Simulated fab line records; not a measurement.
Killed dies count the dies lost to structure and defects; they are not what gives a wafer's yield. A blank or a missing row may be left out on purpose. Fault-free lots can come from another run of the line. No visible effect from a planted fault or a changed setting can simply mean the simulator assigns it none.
Matching of chambers    flow nand harc    NHARC_P_GATE_DESCUM_13 on rie diel-11: 4 sister chambers
The step chemistry O2, time 3 s. 4 wafers are shown with their chamber, then 8 later ones without.

WAFERS, EACH WITH ITS CHAMBER
wafer   chamber  showerhead plenum p Torr (Torr)
L815.6  2        1.82
L821.3  1        2.04
L821.5  3        1.95
L826.1  0        2.03

WAFERS WITH NO CHAMBER GIVEN
wafer   showerhead plenum p Torr (Torr)
L826.5  1.81
L826.6  2.04
L825.1  2.04
L825.3  2.03
L825.5  2.03
L832.2  1.81
L832.3  2.03
L832.5  2.04

EACH ONE'S CHAMBER
wafer   from the rows above  in truth
L826.5  2                    2
L826.6  1                    1
L825.1  1                    1
L825.3  0                    0
L825.5  0                    0
L832.2  2                    2
L832.3  0                    0
L832.5  1                    1
Correctly placed: 8 of 8. Not placeable from these rows: 0. Wrongly placed: 0.
How it was worked out, from the rows above alone: a wafer's distance from a chamber is the root of the sum, over the readings, of the square of ((its reading less the chamber's mean) divided by the reading's scatter). If the next closest chamber is less than 2 further off than the closest, the wafer can't be placed; otherwise it belongs to the closest. Each chamber's mean is taken over the wafers shown for it. The scatter: with one shown wafer a chamber, the root of the mean of the squares of how far each hidden wafer lies from its nearest shown one.
